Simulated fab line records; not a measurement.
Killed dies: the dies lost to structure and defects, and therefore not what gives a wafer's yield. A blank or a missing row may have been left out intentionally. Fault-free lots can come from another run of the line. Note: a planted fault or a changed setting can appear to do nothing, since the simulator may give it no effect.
Which tool did it? / flow n5-finfet / Sampling: 10 lots, 30 wafers, 5 of 1938 route steps

== WHAT EACH GAUGE READ, for each wafer ==
N5_BEOL_M4_RC_MEAS_101. Usual: DIBL_N 36.3 mV/V, standard deviation 1.6; DIBL_P 36.4 mV/V, standard deviation 2.1; IOFF_N 0.16 nA/um, standard deviation 0.032; IOFF_P 0.22 nA/um, standard deviation 0.044; ION_N 675 uA/um, standard deviation 12; ION_P 463 uA/um, standard deviation 8.3; SS_N 71.6 mV/dec, standard deviation 0.64; SS_P 73.3 mV/dec, standard deviation 0.67; VT_N 250 mV, standard deviation 3.3; VT_P -250 mV, standard deviation 3.7.
lot=L241; measured=day 9 17:16; on=prober-01; DIBL_N (mV/V)=37.6 35.8 35.0; DIBL_P (mV/V)=38.7 35.3 35.0; IOFF_N (nA/um)=0.17 0.13 0.12; IOFF_P (nA/um)=0.21 0.16 0.16; ION_N (uA/um)=675 672 666; ION_P (uA/um)=462 452 455; SS_N (mV/dec)=72.0 71.6 70.9; SS_P (mV/dec)=73.9 72.1 72.7; VT_N (mV)=248 252 252; VT_P (mV)=-250 -256 -255; flag=
lot=L243; measured=day 10 02:59; on=prober-01; DIBL_N (mV/V)=36.7 36.5 37.5; DIBL_P (mV/V)=36.5 36.4 37.5; IOFF_N (nA/um)=0.17 0.16 0.18; IOFF_P (nA/um)=0.22 0.20 0.22; ION_N (uA/um)=675 664 682; ION_P (uA/um)=470 455 469; SS_N (mV/dec)=71.0 71.4 72.1; SS_P (mV/dec)=73.9 72.9 74.1; VT_N (mV)=248 251 248; VT_P (mV)=-249 -251 -248; flag=
lot=L240; measured=day 10 11:23; on=prober-01; DIBL_N (mV/V)=33.7 33.8 35.0; DIBL_P (mV/V)=33.5 33.5 35.4; IOFF_N (nA/um)=0.13 0.12 0.15; IOFF_P (nA/um)=0.19 0.19 0.22; ION_N (uA/um)=671 659 664; ION_P (uA/um)=471 464 463; SS_N (mV/dec)=71.2 71.0 71.5; SS_P (mV/dec)=72.6 73.0 72.8; VT_N (mV)=252 254 250; VT_P (mV)=-249 -249 -251; flag=
lot=L245; measured=day 10 15:55; on=prober-01; DIBL_N (mV/V)=35.5 35.7 34.7; DIBL_P (mV/V)=36.4 36.0 34.5; IOFF_N (nA/um)=0.16 0.15 0.13; IOFF_P (nA/um)=0.22 0.21 0.18; ION_N (uA/um)=679 668 663; ION_P (uA/um)=465 457 451; SS_N (mV/dec)=71.4 71.8 71.7; SS_P (mV/dec)=73.5 72.9 73.5; VT_N (mV)=248 251 253; VT_P (mV)=-251 -248 -250; flag=
lot=L246; measured=day 11 12:28; on=prober-01; DIBL_N (mV/V)=36.8 36.9 37.2; DIBL_P (mV/V)=38.9 38.7 40.1; IOFF_N (nA/um)=0.19 0.19 0.20; IOFF_P (nA/um)=0.26 0.26 0.29; ION_N (uA/um)=690 682 697; ION_P (uA/um)=472 471 486; SS_N (mV/dec)=71.3 71.8 71.9; SS_P (mV/dec)=74.1 73.6 74.9; VT_N (mV)=249 249 247; VT_P (mV)=-248 -248 -245; flag=
lot=L252; measured=day 13 03:26; on=prober-01; DIBL_N (mV/V)=33.4 35.7 36.9; DIBL_P (mV/V)=34.7 36.9 39.4; IOFF_N (nA/um)=0.13 0.16 0.19; IOFF_P (nA/um)=0.18 0.22 0.26; ION_N (uA/um)=657 672 668; ION_P (uA/um)=454 461 463; SS_N (mV/dec)=71.0 71.3 72.0; SS_P (mV/dec)=72.7 73.6 74.2; VT_N (mV)=252 250 247; VT_P (mV)=-250 -250 -248; flag=
lot=L253; measured=day 13 12:34; on=prober-02; DIBL_N (mV/V)=35.9 38.0 36.0; DIBL_P (mV/V)=34.6 38.2 35.5; IOFF_N (nA/um)=0.14 0.19 0.15; IOFF_P (nA/um)=0.19 0.24 0.20; ION_N (uA/um)=661 675 661; ION_P (uA/um)=454 463 457; SS_N (mV/dec)=72.3 71.3 71.9; SS_P (mV/dec)=73.2 73.5 73.4; VT_N (mV)=251 246 251; VT_P (mV)=-250 -249 -250; flag=
lot=L258; measured=day 14 05:22; on=prober-02; DIBL_N (mV/V)=34.3 34.8 33.7; DIBL_P (mV/V)=32.5 33.8 31.3; IOFF_N (nA/um)=0.10 0.12 0.09; IOFF_P (nA/um)=0.13 0.14 0.12; ION_N (uA/um)=642 676 651; ION_P (uA/um)=435 460 442; SS_N (mV/dec)=70.7 71.0 70.2; SS_P (mV/dec)=72.8 73.8 71.9; VT_N (mV)=257 253 258; VT_P (mV)=-258 -256 -259; flag=
lot=L259; measured=day 14 09:46; on=prober-01; DIBL_N (mV/V)=34.4 35.5 38.4; DIBL_P (mV/V)=34.3 36.6 40.4; IOFF_N (nA/um)=0.15 0.17 0.24; IOFF_P (nA/um)=0.21 0.25 0.32; ION_N (uA/um)=678 699 690; ION_P (uA/um)=465 479 468; SS_N (mV/dec)=71.0 72.3 72.9; SS_P (mV/dec)=72.0 73.0 74.0; VT_N (mV)=246 247 243; VT_P (mV)=-247 -246 -243; flag=
lot=L262; measured=day 16 21:25; on=prober-01; DIBL_N (mV/V)=35.7 37.1 35.8; DIBL_P (mV/V)=34.9 36.6 35.0; IOFF_N (nA/um)=0.15 0.17 0.15; IOFF_P (nA/um)=0.21 0.23 0.21; ION_N (uA/um)=665 670 680; ION_P (uA/um)=459 462 463; SS_N (mV/dec)=71.9 72.6 72.4; SS_P (mV/dec)=72.9 73.0 72.9; VT_N (mV)=250 248 253; VT_P (mV)=-250 -248 -251; flag=

N5_BEOL_M8_RS_MEAS_57: the measuring method here is four-point-probe. Usual: M8_RS typically reads 0.281 ohm/sq, with standard deviation 0.0078.
lot=L241; measured=day 11 10:11; on=film-metro-02; M8_RS (ohm/sq)=0.275 0.293 0.273; flag=
lot=L243; measured=day 11 20:34; on=film-metro-02; M8_RS (ohm/sq)=0.270 0.292 0.282; flag=
lot=L240; measured=day 12 12:50; on=film-metro-01; M8_RS (ohm/sq)=0.284 0.266 0.271; flag=
lot=L245; measured=day 12 08:08; on=film-metro-02; M8_RS (ohm/sq)=0.289 0.294 0.286; flag=
lot=L246; measured=day 13 04:35; on=film-metro-01; M8_RS (ohm/sq)=0.270 0.287 0.281; flag=
lot=L252; measured=day 14 22:05; on=film-metro-01; M8_RS (ohm/sq)=0.277 0.270 0.269; flag=
lot=L253; measured=day 15 08:24; on=film-metro-01; M8_RS (ohm/sq)=0.283 0.285 0.284; flag=
lot=L258; measured=day 16 07:56; on=film-metro-02; M8_RS (ohm/sq)=0.280 0.280 0.287; flag=
lot=L259; measured=day 15 20:39; on=film-metro-01; M8_RS (ohm/sq)=0.278 0.284 0.282; flag=
lot=L262; measured=day 18 10:38; on=film-metro-01; M8_RS (ohm/sq)=0.279 0.281 0.271; flag=

N5_BEOL_M9_OVL_MEAS_12. Usual: M9_OVL typically reads 0.2 nm, with standard deviation 0.86.
lot=L241; measured=day 11 12:28; on=overlay-02; M9_OVL (nm)=2.0 1.9 2.1; flag=
lot=L243; measured=day 11 22:03; on=overlay-01; M9_OVL (nm)=0.1 0.5 0.3; flag=
lot=L240; measured=day 12 15:00; on=overlay-02; M9_OVL (nm)=0.3 0.4 0.1; flag=
lot=L245; measured=day 12 11:00; on=overlay-01; M9_OVL (nm)=-0.3 0.1 -0.5; flag=
lot=L246; measured=day 13 06:02; on=overlay-02; M9_OVL (nm)=0.3 0.4 0.1; flag=
lot=L252; measured=day 14 23:22; on=overlay-01; M9_OVL (nm)=0.9 -0.3 0.0; flag=
lot=L253; measured=day 15 10:58; on=overlay-01; M9_OVL (nm)=1.0 1.1 0.7; flag=
lot=L258; measured=day 16 10:14; on=overlay-01; M9_OVL (nm)=-0.5 -0.2 0.3; flag=
lot=L259; measured=day 15 22:22; on=overlay-02; M9_OVL (nm)=0.9 -0.7 0.7; flag=
lot=L262; measured=day 18 12:38; on=overlay-02; M9_OVL (nm)=1.0 0.0 -2.4; flag=

== WHAT TOOL EACH LOT RAN ON (gives the tool, then ch and the chambers of the sampled wafers, and finally the start) ==
lot=L241; N5_BEOL_M8_SURFACE_TREAT_79=pvd-sputter-01, day 11 09:00; N5_BEOL_M9_PECVD_70=pecvd-02 ch 0,2, day 11 11:23
lot=L243; N5_BEOL_M8_SURFACE_TREAT_79=pvd-sputter-02, day 11 19:17; N5_BEOL_M9_PECVD_70=pecvd-04 ch 0,1,2, day 11 21:15
lot=L240; N5_BEOL_M8_SURFACE_TREAT_79=pvd-sputter-01, day 12 11:15; N5_BEOL_M9_PECVD_70=pecvd-04 ch 1,2, day 12 13:37
lot=L245; N5_BEOL_M8_SURFACE_TREAT_79=pvd-sputter-02, day 12 06:32; N5_BEOL_M9_PECVD_70=pecvd-03 ch 0,1, day 12 09:30
lot=L246; N5_BEOL_M8_SURFACE_TREAT_79=pvd-sputter-01, day 13 03:27; N5_BEOL_M9_PECVD_70=pecvd-03 ch 0,1,2, day 13 05:17
lot=L252; N5_BEOL_M8_SURFACE_TREAT_79=pvd-sputter-03, day 14 19:02; N5_BEOL_M9_PECVD_70=pecvd-04 ch 0,2, day 14 22:47
lot=L253; N5_BEOL_M8_SURFACE_TREAT_79=pvd-sputter-03, day 15 07:12; N5_BEOL_M9_PECVD_70=pecvd-04 ch 1,2, day 15 09:09
lot=L258; N5_BEOL_M8_SURFACE_TREAT_79=pvd-sputter-03, day 16 06:41; N5_BEOL_M9_PECVD_70=pecvd-02 ch 2, day 16 08:47
lot=L259; N5_BEOL_M8_SURFACE_TREAT_79=pvd-sputter-01, day 15 18:58; N5_BEOL_M9_PECVD_70=pecvd-03 ch 1,2, day 15 21:23
lot=L262; N5_BEOL_M8_SURFACE_TREAT_79=pvd-sputter-02, day 18 08:45; N5_BEOL_M9_PECVD_70=pecvd-04 ch 1,2, day 18 11:32
- N5_BEOL_M8_SURFACE_TREAT_79
- N5_BEOL_M9_PECVD_70: deposits SiO2 from TEOS/O2, target thk 20 nm, time 22.7 s.

== AS READ BY THE TOOLS THEMSELVES (means over the sampled wafers that have a number; for cases with no such wafer, the mark the record gives instead) ==
N5_BEOL_M9_PECVD_70. Usual: chamber-pressure-Torr 5.500 Torr, standard deviation 0.012; heater-power-outer-w 425 W, standard deviation 53; heater-power-w 726 W, standard deviation 83; showerhead-plenum-p-Torr 8.77 Torr, standard deviation 0.079; showerhead-vpp-V 1292 V, standard deviation 65; throttle-valve-pct 22.1 %, standard deviation 1.1.
lot=L241; tool=pecvd-02; chamber-pressure-Torr (Torr)=5.488; heater-power-outer-w (W)=424; heater-power-w (W)=762; showerhead-plenum-p-Torr (Torr)=8.69; showerhead-vpp-V (V)=1338; throttle-valve-pct (%)=23.1; flag=
lot=L243; tool=pecvd-04; chamber-pressure-Torr (Torr)=5.495; heater-power-outer-w (W)=395; heater-power-w (W)=654; showerhead-plenum-p-Torr (Torr)=8.78; showerhead-vpp-V (V)=1275; throttle-valve-pct (%)=21.9; flag=
lot=L240; tool=pecvd-04; chamber-pressure-Torr (Torr)=5.499; heater-power-outer-w (W)=401; heater-power-w (W)=671; showerhead-plenum-p-Torr (Torr)=8.77; showerhead-vpp-V (V)=1206; throttle-valve-pct (%)=20.9; flag=
lot=L245; tool=pecvd-03; chamber-pressure-Torr (Torr)=5.484; heater-power-outer-w (W)=370; heater-power-w (W)=659; showerhead-plenum-p-Torr (Torr)=8.77; showerhead-vpp-V (V)=1280; throttle-valve-pct (%)=22.3; flag=
lot=L246; tool=pecvd-03; chamber-pressure-Torr (Torr)=5.495; heater-power-outer-w (W)=375; heater-power-w (W)=654; showerhead-plenum-p-Torr (Torr)=8.79; showerhead-vpp-V (V)=1265; throttle-valve-pct (%)=21.8; flag=
lot=L252; tool=pecvd-04; chamber-pressure-Torr (Torr)=-; heater-power-outer-w (W)=-; heater-power-w (W)=-; showerhead-plenum-p-Torr (Torr)=-; showerhead-vpp-V (V)=-; throttle-valve-pct (%)=-; flag=OFF
lot=L253; tool=pecvd-04; chamber-pressure-Torr (Torr)=-; heater-power-outer-w (W)=-; heater-power-w (W)=-; showerhead-plenum-p-Torr (Torr)=-; showerhead-vpp-V (V)=-; throttle-valve-pct (%)=-; flag=OFF
lot=L258; tool=pecvd-02; chamber-pressure-Torr (Torr)=5.504; heater-power-outer-w (W)=487; heater-power-w (W)=881; showerhead-plenum-p-Torr (Torr)=8.61; showerhead-vpp-V (V)=1308; throttle-valve-pct (%)=23.1; flag=
lot=L259; tool=pecvd-03; chamber-pressure-Torr (Torr)=5.491; heater-power-outer-w (W)=424; heater-power-w (W)=735; showerhead-plenum-p-Torr (Torr)=8.78; showerhead-vpp-V (V)=1287; throttle-valve-pct (%)=20.7; flag=
lot=L262; tool=pecvd-04; chamber-pressure-Torr (Torr)=5.493; heater-power-outer-w (W)=362; heater-power-w (W)=633; showerhead-plenum-p-Torr (Torr)=8.80; showerhead-vpp-V (V)=1226; throttle-valve-pct (%)=21.2; flag=

== THE ANSWER, worked out from the rows above alone ==
Rule: lot off if the mean of its wafers having a number is beyond 3 standard deviations from the usual mean. Also off: a lot with no number at a reading for which 4 or more lots have one. The other lots that the step has rows for count as sound. Order of review: gauges by route order, followed by the tools' own readings, for which a lot's mean as printed above is used. At the first step where some lot is off, the reading lying furthest off is the one used; lots without a number count as furthest.
Off at N5_BEOL_M9_PECVD_70 (chamber-pressure-Torr): L252, L253. Without a number there: L252, L253.
A tool fits if, at that step or a process step before it, it ran every lot that is off, and no sound lot after the first of them. No candidate that was tried fits.

== WHAT THE SIMULATOR PUT IN ==
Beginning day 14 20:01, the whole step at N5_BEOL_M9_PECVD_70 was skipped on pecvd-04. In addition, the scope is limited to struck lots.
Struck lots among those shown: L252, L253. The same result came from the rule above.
